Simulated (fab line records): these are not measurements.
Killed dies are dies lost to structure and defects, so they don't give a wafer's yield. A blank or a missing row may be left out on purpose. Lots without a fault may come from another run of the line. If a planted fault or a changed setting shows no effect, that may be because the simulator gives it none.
A lot that was struck, set against a sound lot ; flow nandHarc ; 23 out of 1302 route steps
Sound: these wafers, L797.1, L797.2, L797.4. Struck: wafers L805.1, L805.3, L805.6. Last of all comes the cause.
For every step that has rows: the tool of each side, followed by ch and its chambers, followed by its first start. Under that, the readings that differ: sound wafers ; struck wafers ; difference of the means ; sigmas: that difference in standard deviations of wafers without a fault.
alike: same words and numbers on both sides, and readings whose means sit less than 2 such deviations apart. not compared: any withheld reading, any reading some wafer has no value for, any bound like >300 that may hide the same value, and any number with overlapping values for which the record gives no deviation.
The two part at a step that has a row with sigmas, a row that says differs or no value, or rows on one side only. Numbers that don't overlap but have no deviation are shown without sigmas and don't part them. A reading that every wafer of one side lacks parts them only if that side has two wafers or more.

NHARC_A_CONTACT_CMP_20: polishes, t overpolish 30 s, target thk 300 nm.
  sound on cmp-04 ch 0,1,3, day 26 11:03; struck on cmp-04 ch 2,3, day 29 05:15
  alike: motorCurrentA, overpolishRunS, slurryFilterDpKPa, slurryFlowMlMin, timeToEndpointS
after that, 1 step had no rows for these wafers: NHARC_A_CONTACT_SRD_22.
NHARC_A_CONTACT_INSPECT_23:
  struck on defectInspect-02, day 29 05:38; sound on defectInspect-02, day 26 11:25
  alike: rawDefectCount
then, 8 steps without rows for these wafers: NHARC_A_BLC_DEHYDRATE_00 (time 120 s); NHARC_A_BLC_HMDS_01 (time 30 s); NHARC_A_BLC_COAT_02 (time 75 s); NHARC_A_BLC_COAT_03 (time 65 s); NHARC_A_BLC_COAT_04 (resist thk 90 nm); NHARC_A_BLC_SOFTBAKE_05 (time 55 s); NHARC_A_BLC_EBR_06; NHARC_A_BLC_EXPOSE_07 (exposes mask A BLC, target cd 100 nm).
NHARC_A_BLC_PEB_08: peb time 65 s.
  sound on lithoTrack-06 ch 0, day 26 11:51; struck on lithoTrack-04 ch 0, day 29 06:04
reading;sound;struck;difference;sigmas
heaterPowerTotalW (W);157.2 157.2 156.4;150.3 149.7 150.1;-6.9;-17
plateTempC (C);99.96 99.87 100.20;96.87 96.88 96.94;-3.11;-22
  alike: exhaustPa, resistLineTempC
then, 1 step without rows for these wafers: NHARC_A_BLC_DEVELOP_09 (develop time 35 s).
NHARC_A_BLC_CD_MEAS_10 targets a cd of 100 nm.
  sound on cdSem-03 ch 0, day 26 11:56; struck on cdSem-03 ch 0, day 29 06:08
reading;sound;struck;difference;sigmas
cdNm (nm);99.9 100.6 100.2;87.6 88.0 87.5;-12.5;-23
NHARC_A_BLC_OVL_MEAS_11:
  struck on overlay-01, day 29 06:13; sound on overlay-02, day 26 12:01
reading;sound;struck;difference;sigmas
overlayYNm (nm);0.0 0.1 0.2;1.8 1.8 1.9;+1.7;+2
  alike: overlayXNm
NHARC_A_BLC_INSPECT_12:
  struck on defectInspect-02, day 29 06:16; sound on defectInspect-02, day 26 12:04
  alike: rawDefectCount
NHARC_A_BLC_DESCUM_15: chemistry O2, time 3 s.
  sound on rieDiel-05 ch 1,2,3, day 26 12:08; struck on rieDiel-12 ch 0,1,3, day 29 06:20
reading;sound;struck;difference;sigmas
model.A_BLC.cdNm (nm);100 100.2 100.1;87.82 88.14 88.17;-12.06;
  alike: drypumpMotorCurrentA, oesProductAu, rfVppV, showerheadPlenumPTorr, throttleValvePct
  not compared: rfHoursCounterH
NHARC_A_BLC_ETCH_16: etches the open film in CF4, target depth 39 nm, time 65 s.
  sound on rieDiel-05 ch 0,1,3, day 26 12:12; struck on rieDiel-12 ch 0,2,3, day 29 06:25
  alike: drypumpMotorCurrentA, oesProductAu, rfVppV, showerheadPlenumPTorr, throttleValvePct
  not compared: rfHoursCounterH
NHARC_A_BLC_ETCH_17: etches the open film in N2/H2, target depth 390 nm, time 609.38 s.
  sound: rieDiel-05 ch 0,1,3; struck: rieDiel-12 ch 1,2,3
  alike: drypumpMotorCurrentA, oesProductAu, rfVppV, showerheadPlenumPTorr, throttleValvePct
  not compared: rfHoursCounterH
NHARC_A_BLC_ETCH_18: etches the open film in C4F8/O2/Ar, target depth 910 nm.
  sound: rieDiel-05 ch 0,1,3; struck: rieDiel-12 ch 1,2,3
reading;sound;struck;difference;sigmas
model.A_BLC.cdNm (nm);99.42 98.58 99.26;85.92 87.96 90.07;-11.10;
  alike: oesProductAu, rfVppV
  not compared: rfHoursCounterH
NHARC_A_BLC_CD_MEAS_19:
  struck on cdSem-02, day 29 07:17; sound on cdSem-02, day 26 13:05
reading;sound;struck;difference;sigmas
cdNm (nm);99.1 98.5 99.1;85.7 87.8 90.1;-11.0;-7
NHARC_A_BLC_STRIP_29: strips in CF4.
  sound on rieDiel-02 ch 1,2,3, day 26 13:10; struck on rieDiel-02 ch 0,3, day 29 07:22
  alike: drypumpMotorCurrentA, oesProductAu, rfVppV, showerheadPlenumPTorr, throttleValvePct
  not compared: rfHoursCounterH
NHARC_END_SORT_01:
  only the struck wafers appear in the record here, on prober-01 ch 0 at day 31 00:20; the sound ones have no rows

WHERE THEY PART
First at NHARC_A_BLC_PEB_08; last, within this record, at NHARC_END_SORT_01.

WHY: what had been put in by the simulator
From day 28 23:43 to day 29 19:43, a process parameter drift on lithoTrack-04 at NHARC_A_BLC_PEB_08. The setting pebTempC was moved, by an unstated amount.
